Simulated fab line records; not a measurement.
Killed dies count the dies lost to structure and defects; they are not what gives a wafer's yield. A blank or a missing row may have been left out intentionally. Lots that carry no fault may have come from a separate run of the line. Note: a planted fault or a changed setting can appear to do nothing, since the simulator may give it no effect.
One fault through the eyes of 2 desks	flow nand_harc	each desk holds nothing but its own numbers, with what lay behind them at the end

== THE DEFECT DESK ==
Counts from the inspections along the route, per lot, as means over the sampled wafers that have a number. Marked OUT: a lot whose mean sits more than 4 standard deviations from the usual mean, which makes it out of limits; the brackets give that distance.
Columns: A = raw_defect_count at NHARC_A_BONDPAD_INSPECT_23, usual 517
lot	first seen here	A
L190	day 18 06:20	662
L192	day 18 17:55	436
L195	day 18 18:19	470
L193	day 19 06:13	598
L196	day 19 14:31	740
L194	day 19 15:32	461
L203	day 22 00:18	422
L206	day 22 06:02	605
L209	day 23 00:23	491
L207	day 23 01:27	311
L211	day 23 14:43	550
L213	day 24 03:34	467
Finding of this desk: none of the 12 lots has anything out of limits.

== TOOL OWNER'S DESK, rie_diel-03 ==
The tool's own readings at NHARC_THIN_TSV_ETCHBACK_48 (etches the open film in C4F8/Ar, target depth 1028.5 nm, time 405.17 s): means of the sampled wafers that have a number, for each lot that ran on this tool. Marked OUT: a lot whose mean sits more than 4 standard deviations from the usual mean, which makes it out of limits; the brackets give that distance.
Columns: A = bias_w at NHARC_THIN_TSV_ETCHBACK_48, usual 299.9 W; B = chamber_pressure_mTorr at NHARC_THIN_TSV_ETCHBACK_48, usual 25.000 mTorr; C = oes_product_au at NHARC_THIN_TSV_ETCHBACK_48, usual 0.941 a.u.; D = rf_vpp_V at NHARC_THIN_TSV_ETCHBACK_48, usual 547.3 V
lot	first seen here	A	B	C	D
L190	day 19 19:25	299.8	25.006	0.932	548.9
L203	day 22 17:42	300.2	24.991	0.879	549.3
Finding of this desk: none of the 2 lots has anything out of limits.

== PUT TOGETHER ==
No out-of-limits result turned up at the defect desk.
The desk of the tool owner found nothing out of limits.

== WHAT WAS PUT IN BY THE SIMULATOR ==
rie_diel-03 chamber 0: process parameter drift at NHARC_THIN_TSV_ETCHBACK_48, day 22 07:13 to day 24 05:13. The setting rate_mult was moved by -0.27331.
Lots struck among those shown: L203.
